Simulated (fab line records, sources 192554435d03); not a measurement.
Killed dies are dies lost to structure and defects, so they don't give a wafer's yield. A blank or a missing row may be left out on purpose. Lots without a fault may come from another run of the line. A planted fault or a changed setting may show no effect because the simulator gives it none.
fab line records | flow n5_finfet
record lots=11 wafers=31 last_day=16
route steps=1938 shown WELL_APT@56 PMOS_HMC_CHANNEL_EPI@82 FIN_SAQP@96 BEOL_M4@1111 PASSIVATION@1936
lots that met no fault: from a run of the same line without faults
start_h: hours from the record's first day to the start of the lot's first wafer shown | wait_h: hours since the lot's step before | " the same as in the row above | L1.1+2: a row that stands for several wafers | - no value, or no start given | * or withheld: withheld | < > ~ a bound
route shown NAME@n: a module of which the file shows steps, and the number in the route of the first | usual: mean/standard deviation of fault-free wafers | same: alike in all rows | chamber/n: place in a boat | sites: the reading at each site | _std_site: their standard deviation | _edge_site: outer sites' mean less inner sites' | radius_mm: how far each site lies from the wafer's centre | mask NAME#n: copy n | behind: the tool/chamber that last shaped the wafer | hold: why the lot was held/for how many hours/how that ended | device: the transistor (n, p or np) that didn't switch | end of line: the same wafers' tests at the end of the route | a step without rows: its recipe alone | killed: dies lost to structure and defects at the first sort, not the wafer's yield | map: a wafer's dies, x killed, . not, _ none there
set.NAME: the setting as run; set.NAME@STEP: as run at that earlier step | model.NAME: the simulator's own value behind a step, which no gauge read
steps of the route over a sample of lots; a table a step, a row a wafer
services: from which hour (start_h, from the record's first day; less than 0 if before it) a tool's chamber was out of use, for how many hours, and why
## steps
# step N5_WELL_APT_INSPECT_38
# recipe inspect_instrument=darkfield mode=post_epi
# usual raw_defect_count=13/5.2
# columns lot.wafer tool chamber start_h wait_h raw_defect_count
L422.2 defect_inspect-01 - 23.17 0.5 17
L422.3 " - " " 17
L422.6 " - " " 10
L424.1 defect_inspect-01 - 35.53 0.5 15
L424.2 " - " " 22
L424.5 " - " " 10
L429.2 defect_inspect-01 - 64.65 0.4 12
L429.3 " - " " 10
L429.6 " - " " 11
L432.1 defect_inspect-01 - 85.60 0.5 11
L432.4 " - " " 12
L432.5 " - " " 16
L433.2 defect_inspect-01 - 88.59 0.4 28
L433.3 " - " " 24
L433.4 " - " " 23
L434.4 defect_inspect-01 - 95.42 0.2 19
L434.5 " - " " 18
L434.6 " - " " 14
L435.2 defect_inspect-02 - 101.74 0.4 10
L435.4 " - " " 14
L435.6 " - " " 16
L437.4 defect_inspect-02 - 112.95 0.2 13
L437.6 " - " " 11
L439.1 defect_inspect-01 - 126.83 0.7 16
L439.2 " - " " 6
L440.1 defect_inspect-02 - 131.35 0.5 14
L440.3 " - " " 17
L440.4 " - " " 13
L442.2 defect_inspect-01 - 142.65 0.6 13
L442.3 " - " " 20
L442.5 " - " " 26
# step N5_PMOS_HMC_CHANNEL_EPI_THK_MEAS_22
# recipe reads=SiGe30_of_PMOS_HMC_CHANNEL_EPI_EPI_20
# usual HMC_CMP_THK=54.0/1.1
# columns lot.wafer tool chamber start_h wait_h HMC_CMP_THK[nm]
L422.2 film_metro-02 - 25.83 - 52.8
L422.3 " - " " 54.7
L422.6 " - " " 54.2
L424.1 film_metro-01 - 38.19 - 54.1
L424.2 " - " " 53.0
L424.5 " - " " 52.2
L429.2 film_metro-01 - 67.44 - 52.6
L429.3 " - " " 56.2
L429.6 " - " " 52.8
L432.1 film_metro-01 - 88.29 - 52.9
L432.4 " - " " 52.6
L432.5 " - " " 52.7
L433.2 film_metro-02 - 91.35 - 52.7
L433.3 " - " " 52.9
L433.4 " - " " 53.7
L434.4 film_metro-01 - 98.98 - 54.1
L434.5 " - " " 54.0
L434.6 " - " " 53.2
L435.2 film_metro-01 - 104.55 - 52.8
L435.4 " - " " 54.0
L435.6 " - " " 55.2
L437.4 film_metro-01 - 116.14 - 53.2
L437.6 " - " " 53.2
L439.1 film_metro-01 - 130.02 - 54.1
L439.2 " - " " 54.4
L440.1 film_metro-01 - 134.01 - 53.8
L440.3 " - " " 54.2
L440.4 " - " " 52.6
L442.2 film_metro-02 - 145.47 - 56.0
L442.3 " - " " 54.4
L442.5 " - " " 55.0
# step N5_FIN_SAQP_HM_DEP_03
# recipe material=SiNx target_thk_a=380 temp_c=400 precursor=SiH4/NH3/N2 pressure_torr=1.5 rf_w=300 time_s=33.6
# usual chamber_pressure_Torr=1.500/0.0034 heater_power_outer_w=463/43 heater_power_w=776/59 rf_fwd_power_W=297.8/1.1 showerhead_plenum_p_Torr=5.12/0.059 throttle_valve_pct=40.1/1.5
# columns lot.wafer tool chamber start_h wait_h chamber_pressure_Torr heater_power_outer_w heater_power_w rf_fwd_power_W showerhead_plenum_p_Torr throttle_valve_pct
L422.2 pecvd-04 2 26.99 0.2 1.500 459 781 298.2 5.12 39.6
L422.3 " 1 " " 1.496 496 821 296.6 5.11 39.8
L422.6 " 1 " " 1.493 504 820 297.9 5.09 40.0
L424.1 pecvd-04 2 39.21 0.2 1.493 422 722 296.4 5.12 39.5
L424.2 " 1 " " 1.505 434 719 297.4 5.09 40.1
L424.5 " 0 " " 1.503 470 772 297.6 5.11 42.3
L429.2 pecvd-04 0 69.83 0.2 1.503 496 822 297.8 5.09 42.5
L429.3 " 2 " " 1.497 415 716 298.9 5.11 39.8
L429.6 " 0 " " 1.501 501 819 298.8 5.10 42.4
L432.1 pecvd-03 2 90.56 0.2 - - - - - -
L432.4 " 2 " " - - - - - -
L432.5 " 0 " " - - - - - -
L433.2 pecvd-04 1 92.36 0.2 - - - - - -
L433.3 " 0 " " - - - - - -
L433.4 " 1 " " - - - - - -
L434.4 pecvd-04 1 101.00 0.1 - - - - - -
L434.5 " 0 " " - - - - - -
L434.6 " 2 " " - - - - - -
L435.2 pecvd-04 0 105.83 0.2 1.498 506 773 297.5 5.08 42.4
L435.4 " 0 " " 1.500 495 826 298.6 5.09 42.5
L435.6 " 1 " " 1.494 494 836 298.1 5.10 39.8
L437.4 pecvd-04 0 118.35 0.1 1.495 450 729 296.9 5.09 42.8
L437.6 " 1 " " 1.500 503 817 296.6 5.10 40.0
L439.1 pecvd-03 0 131.04 0.2 1.497 530 909 297.4 5.23 38.8
L439.2 " 2 " " 1.502 380 716 295.9 5.01 39.8
L440.1 pecvd-04 1 135.06 0.2 1.498 444 744 298.7 5.10 39.9
L440.3 " 2 " " 1.502 379 692 297.7 5.11 39.7
L440.4 " 0 " " 1.501 453 752 298.5 5.10 43.0
L442.2 pecvd-01 0 146.49 0.2 1.493 474 762 299.2 5.09 38.0
L442.3 " 1 " " 1.495 455 787 299.9 5.15 39.5
L442.5 " 2 " " 1.498 527 891 299.2 5.16 37.3
# step N5_FIN_SAQP_THK_MEAS_05
# usual thk_nm=38.0/0.56
# columns lot.wafer tool chamber start_h wait_h thk_nm
L422.2 film_metro-01 - 27.08 0.1 37.5
L422.3 " - " " 37.5
L422.6 " - " " 38.0
L424.1 film_metro-01 - 39.29 0.1 37.9
L424.2 " - " " 37.9
L424.5 " - " " 38.6
L429.2 film_metro-01 - 69.92 0.1 38.4
L429.3 " - " " 38.2
L429.6 " - " " 39.5
L432.1 film_metro-01 - 90.65 0.1 4.0
L432.4 " - " " 4.0
L432.5 " - " " 3.9
L433.2 film_metro-02 - 92.45 0.1 4.0
L433.3 " - " " 4.0
L433.4 " - " " 4.0
L434.4 film_metro-01 - 101.07 0.0 4.0
L434.5 " - " " 4.0
L434.6 " - " " 4.0
L435.2 film_metro-01 - 105.92 0.1 38.0
L435.4 " - " " 38.6
L435.6 " - " " 38.2
L437.4 film_metro-02 - 118.41 0.0 38.0
L437.6 " - " " 37.8
L439.1 film_metro-02 - 131.13 0.1 38.2
L439.2 " - " " 37.9
L440.1 film_metro-01 - 135.15 0.1 37.7
L440.3 " - " " 37.4
L440.4 " - " " 37.8
L442.2 film_metro-01 - 146.58 0.1 37.6
L442.3 " - " " 36.8
L442.5 " - " " 37.9
# step N5_FIN_SAQP_THK_MEAS_07
# usual thk_nm=59.9/0.84
# columns lot.wafer tool chamber start_h wait_h thk_nm
L422.2 film_metro-01 - 27.29 0.1 60.0
L422.3 " - " " 58.7
L422.6 " - " " 60.6
L424.1 film_metro-02 - 39.50 0.1 58.6
L424.2 " - " " 58.7
L424.5 " - " " 60.6
L429.2 film_metro-02 - 70.13 0.1 61.2
L429.3 " - " " 59.4
L429.6 " - " " 60.7
L432.1 film_metro-01 - 90.86 0.1 59.3
L432.4 " - " " 60.2
L432.5 " - " " 60.7
L433.2 film_metro-02 - 92.66 0.1 59.2
L433.3 " - " " 58.9
L433.4 " - " " 59.1
L434.4 film_metro-02 - 101.27 0.0 59.9
L434.5 " - " " 61.1
L434.6 " - " " 61.3
L435.2 film_metro-02 - 106.12 0.1 60.0
L435.4 " - " " 60.3
L435.6 " - " " 60.4
L437.4 film_metro-02 - 118.62 0.0 61.3
L437.6 " - " " 59.9
L439.1 film_metro-02 - 131.34 0.1 59.5
L439.2 " - " " 59.4
L440.1 film_metro-01 - 135.36 0.1 59.2
L440.3 " - " " 58.1
L440.4 " - " " 60.9
L442.2 film_metro-02 - 146.78 0.1 59.3
L442.3 " - " " 59.2
L442.5 " - " " 60.1
# step N5_FIN_SAQP_CD_MEAS_31
# recipe target_cd_nm=8 landing_energy_ev=1000 detector=se_inlens polarity=line
# usual cd_nm=8.11/0.21
# columns lot.wafer tool chamber start_h wait_h cd_nm
L422.2 cd_sem-02 0 32.13 0.1 8.36
L422.3 " 0 " " 8.10
L422.6 " 0 " " 8.16
L424.1 cd_sem-02 0 44.07 0.1 8.47
L424.2 " 0 " " 8.34
L424.5 " 0 " " 8.08
L429.2 cd_sem-02 0 76.00 0.1 8.13
L429.3 " 0 " " 7.66
L429.6 " 0 " " 7.78
L432.1 cd_sem-03 0 96.36 0.1 -
L432.4 " 0 " " -
L432.5 " 0 " " -
L433.2 cd_sem-03 0 98.09 0.1 -
L433.3 " 0 " " -
L433.4 " 0 " " -
L434.4 cd_sem-02 0 106.59 0.1 -
L434.5 " 0 " " -
L434.6 " 0 " " -
L435.2 cd_sem-03 0 110.85 0.1 8.14
L435.4 " 0 " " 8.36
L435.6 " 0 " " 8.12
L437.4 cd_sem-01 0 123.39 0.1 7.88
L437.6 " 0 " " 8.64
L439.1 cd_sem-01 0 135.86 0.1 7.91
L439.2 " 0 " " 7.96
L440.1 cd_sem-03 0 141.16 0.1 8.01
L440.3 " 0 " " 8.11
L440.4 " 0 " " 8.28
L442.2 cd_sem-01 0 151.31 0.1 8.25
L442.3 " 0 " " 7.88
L442.5 " 0 " " 8.27
# step N5_BEOL_M4_RC_MEAS_101
# usual DIBL_N=36.6/2.1 DIBL_P=36.3/2.2 IOFF_N=0.16/0.036 IOFF_P=0.21/0.038 ION_N=671/12 ION_P=460/7.5 SS_N=71.8/0.72 SS_P=73.3/0.72 VT_N=250/3.2 VT_P=-250/3.5
# columns lot.wafer tool chamber start_h wait_h DIBL_N[mV/V] DIBL_P[mV/V] IOFF_N[nA/um] IOFF_P[nA/um] ION_N[uA/um] ION_P[uA/um] SS_N[mV/dec] SS_P[mV/dec] VT_N[mV] VT_P[mV]
L422.2 prober-01 0 171.84 0.2 39.8 37.1 0.20 0.26 678 469 72.1 73.7 249 -245
L422.3 " 0 " " 37.9 35.5 0.17 0.24 679 473 71.9 73.5 247 -246
L422.6 " 0 " " 39.4 36.5 0.19 0.25 666 460 72.7 73.9 247 -246
L424.1 prober-01 0 181.14 0.0 36.6 35.8 0.18 0.21 674 458 71.9 73.5 249 -251
L424.2 " 0 " " 34.7 33.8 0.14 0.18 670 463 71.7 73.2 250 -254
L424.5 " 0 " " 35.2 33.3 0.14 0.17 664 452 71.7 72.9 251 -253
L429.2 prober-01 0 209.11 0.2 35.7 35.6 0.16 0.21 674 459 71.9 73.0 248 -252
L429.3 " 0 " " 36.0 36.6 0.16 0.23 673 462 71.8 73.2 250 -249
L429.6 " 0 " " 35.9 36.8 0.16 0.22 673 458 72.2 73.3 249 -250
L435.2 prober-01 0 243.35 0.7 34.3 34.3 0.13 0.17 644 444 72.1 73.3 256 -256
L435.4 " 0 " " 35.9 36.8 0.16 0.21 667 463 71.9 72.9 250 -252
L435.6 " 0 " " 36.2 37.5 0.17 0.22 673 458 72.4 73.7 246 -251
L437.4 prober-01 0 267.92 0.5 34.9 32.9 0.12 0.14 655 446 71.3 72.5 257 -259
L437.6 " 0 " " 40.3 40.3 0.23 0.26 696 465 72.1 75.3 245 -249
L439.1 prober-02 0 275.01 0.0 34.1 35.0 0.13 0.18 680 464 71.4 72.3 249 -251
L439.2 " 0 " " 36.6 37.4 0.18 0.21 669 456 72.4 73.0 249 -252
L440.1 prober-01 0 279.65 0.0 37.1 38.6 0.14 0.21 657 457 71.7 74.2 252 -251
L440.3 " 0 " " 36.6 35.5 0.13 0.16 653 443 71.6 73.5 254 -257
L440.4 " 0 " " 35.7 35.3 0.12 0.16 648 447 71.1 72.5 255 -254
L442.2 prober-01 0 290.95 0.2 37.2 35.3 0.16 0.24 658 456 72.2 73.5 251 -246
L442.3 " 0 " " 33.6 32.8 0.12 0.21 666 468 70.6 72.2 255 -249
L442.5 " 0 " " 34.7 33.9 0.14 0.21 667 469 70.3 72.7 247 -246
# step N5_PASSIVATION_PROBE_49
# usual killed_at_M0_to_M3=33/9.1 killed_at_M4_up=14/5.6 killed_at_contacts=13/5.7 killed_at_front_end=42/12 killed_at_other=4/3 killed_dies=105/16 killed_on_rim=13/4 killed_open=69/11 killed_short=34/7.5
# same gross_dies=1180 killed_at_back_side=0
# columns lot.wafer tool chamber start_h wait_h killed_at_M0_to_M3 killed_at_M4_up killed_at_contacts killed_at_front_end killed_at_other killed_dies killed_on_rim killed_open killed_short
L433.2 prober-02 - 326.55 0.1 12 5 3 1160 0 1180 152 18 7
L433.3 prober-02 - 326.60 0.1 3 4 0 1173 0 1180 152 6 3
L433.4 prober-02 - 326.65 0.2 6 3 3 1167 1 1180 152 16 4
L432.1 prober-01 - 340.73 0.0 8 5 3 1164 0 1180 152 18 3
L432.4 prober-01 - 340.88 0.2 5 1 2 1172 0 1180 152 11 5
L432.5 prober-01 - 340.93 0.2 4 1 0 1175 0 1180 152 9 5
L434.4 prober-02 - 341.60 0.2 6 3 1 1170 0 1180 152 10 10
L434.5 prober-02 - 341.65 0.2 5 2 5 1168 0 1180 152 8 6
L434.6 prober-02 - 341.70 0.3 6 3 0 1171 0 1180 152 12 2
# killed by level:class
L433.2 FIN_SAQP:lost_pattern=1146 FIN_SAQP:area_dep=9 BEOL_M0_SAQP:geometric_particle:short=4 BEOL_M0_SAQP:geometric_particle:open=3 BEOL_M1:geometric_particle:open=3 BEOL_M4:geometric_particle:open=3 FIN_SAQP:geometric_particle:open=2 MOL_CONTACT_COAG:geometric_particle:open=2
L433.3 FIN_SAQP:lost_pattern=1162 FIN_SAQP:area_dep=9 BEOL_M4:geometric_particle:open=2 FIN_SAQP:geometric_particle:open=1 GATE_CUT:geometric_particle:short=1 BEOL_M0_SAQP:geometric_particle:open=1 BEOL_M0_SAQP:geometric_particle:short=1 BEOL_M2:geometric_particle:open=1
L433.4 FIN_SAQP:lost_pattern=1156 FIN_SAQP:geometric_particle:open=5 BEOL_M0_SAQP:geometric_particle:open=4 FIN_SAQP:area_dep=4 MOL_CONTACT_COAG:geometric_particle:open=2 BEOL_M0_SAQP:geometric_particle:short=2 BEOL_M4:geometric_particle:open=2 DUMMY_GATE:geometric_particle:open=1
L432.1 FIN_SAQP:lost_pattern=1153 FIN_SAQP:area_dep=6 BEOL_M3:geometric_particle:open=4 MOL_CONTACT_COAG:geometric_particle:open=3 BEOL_M4:geometric_particle:open=3 FIN_SAQP:geometric_particle:open=2 BEOL_M0:geometric_particle:open=2 DUMMY_GATE:geometric_particle:open=1
L432.4 FIN_SAQP:lost_pattern=1161 FIN_SAQP:area_dep=3 BEOL_M0_SAQP:geometric_particle:open=2 GATE_CUT:geometric_particle:short=1 FIN_SAQP:geometric_particle:open=1 FIN_CUT:geometric_particle:short=1 STI_FIN_REVEAL:geometric_particle:open=1 STI_FIN_REVEAL:geometric_particle:short=1
L432.5 FIN_SAQP:lost_pattern=1163 FIN_SAQP:area_dep=3 FIN_SAQP:geometric_particle:short=2 FIN_SAQP:geometric_particle:open=1 STI_FIN_REVEAL:geometric_particle:short=1 DUMMY_GATE:geometric_particle:open=1 BEOL_M1:geometric_particle:open=1 ILD0:geometric_particle:short=1
L434.4 FIN_SAQP:lost_pattern=1152 FIN_SAQP:area_dep=8 DUMMY_GATE:geometric_particle:open=3 DUMMY_GATE:geometric_particle:short=2 FIN_SAQP:geometric_particle:open=1 FIN_SAQP:geometric_particle:short=1 BEOL_M9:geometric_particle:open=1 STI_FIN_REVEAL:geometric_particle:open=1
L434.5 FIN_SAQP:lost_pattern=1160 FIN_SAQP:area_dep=6 MOL_CONTACT_COAG:geometric_particle:open=3 MOL_CONTACT_COAG:geometric_particle:short=2 DUMMY_GATE:geometric_particle:open=1 BEOL_M0_SAQP:geometric_particle:open=1 BEOL_M0_SAQP:geometric_particle:short=1 BEOL_M1:geometric_particle:short=1
L434.6 FIN_SAQP:lost_pattern=1160 FIN_SAQP:area_dep=6 BEOL_M3:geometric_particle:open=3 GATE_CUT:geometric_particle:open=2 BEOL_M2:geometric_particle:open=2 FIN_SAQP:geometric_particle:open=1 STI_FIN_REVEAL:geometric_particle:open=1 GATE_CUT:geometric_particle:short=1
## services
# columns tool chamber start_h hours kind
pecvd-03 - 26.63 1.5 repair
pecvd-04 2 30.58 5.5 repair
pecvd-01 1 58.57 5.5 scheduled_down
pecvd-04 1 84.19 5.0 scheduled_down
pecvd-01 2 114.12 2.1 scheduled_down
## key
first_sign step=N5_FIN_SAQP_HM_DEP_03 reading=tool_record direction=missing
effect step=N5_FIN_SAQP_THK_MEAS_05 reading=thk_nm direction=down sigmas=61 usual=* struck=*
effect step=N5_FIN_SAQP_CD_MEAS_31 reading=cd_nm direction=missing
effect step=N5_PASSIVATION_PROBE_49 reading=killed_at_front_end direction=up sigmas=92 usual=42 struck=1169
met_at N5_FIN_SAQP_HM_DEP_03
struck_lots L432,L433,L434
later_rows_left_out L432.1,L432.4,L432.5,L433.2,L433.3,L433.4,L434.4,L434.5,L434.6
tester_left_out L432,L433,L434
not_acting_at N5_WELL_APT_INSPECT_38,N5_PMOS_HMC_CHANNEL_EPI_THK_MEAS_22,N5_FIN_SAQP_THK_MEAS_07
onset_between 69.83 90.56
fault kind=skipped_step_whole tool=pecvd-03,pecvd-04 chamber=- onset_h=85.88 steps=N5_FIN_SAQP_HM_DEP_03 scope=struck_lots_only
# tester_left_out: of these lots the tester's yield and bins aren't shown, on N5 and GAA mostly nor the transistor test; their killed dies are dies lost to structure and defects alone, not to doping, threshold or leakage, so they don't give the yield
# later_rows_left_out: the simulator's readings of these wafers behind a module that went badly wrong aren't trusted and aren't shown, but for the sort
